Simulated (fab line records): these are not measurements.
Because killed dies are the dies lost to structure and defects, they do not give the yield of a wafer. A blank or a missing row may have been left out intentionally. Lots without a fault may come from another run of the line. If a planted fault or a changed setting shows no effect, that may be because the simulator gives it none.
Chamber matching	flow n5-finfet	N5_BEOL_M8_STRIP_19 on rie-diel-05 has 4 sister chambers
The step strips in O2. 4 wafers are shown with their chamber, then 8 later ones without.

## WAFERS PAIRED WITH THEIR CHAMBERS
wafer	chamber	showerhead-plenum-p-Torr (Torr)
L087.4	2	2.12
L089.1	0	1.95
L089.6	3	2.24
L086.2	1	2.09

## WAFERS WHOSE CHAMBER IS MISSING
wafer	showerhead-plenum-p-Torr (Torr)
L086.4	1.95
L086.6	2.24
L092.1	2.09
L092.3	2.12
L092.5	2.24
L095.2	2.08
L095.4	2.20
L095.5	2.11

## WHICH CHAMBER EACH WENT THROUGH
wafer	from the rows above	in truth
L086.4	0	0
L086.6	3	3
L092.1	1	1
L092.3	2	2
L092.5	3	3
L095.2	1	1
L095.4	3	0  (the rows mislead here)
L095.5	can't be placed: 2 or 1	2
Correctly placed: 6 of 8. From these rows, 1 cannot be placed; in 1 the true chamber is one of the candidates. Placed wrongly: 1.
How it was worked out, from the rows above alone: a wafer's distance from a chamber is the root of the sum, over the readings, of the square of ((its reading less the chamber's mean) divided by the reading's scatter). The wafer belongs to the nearest chamber; if the next one is less than 2 further off, it can't be placed. Each chamber's mean is taken over the wafers shown for it. The scatter: root of mean squared gap, hidden wafer to nearest shown wafer, with one shown wafer a chamber.
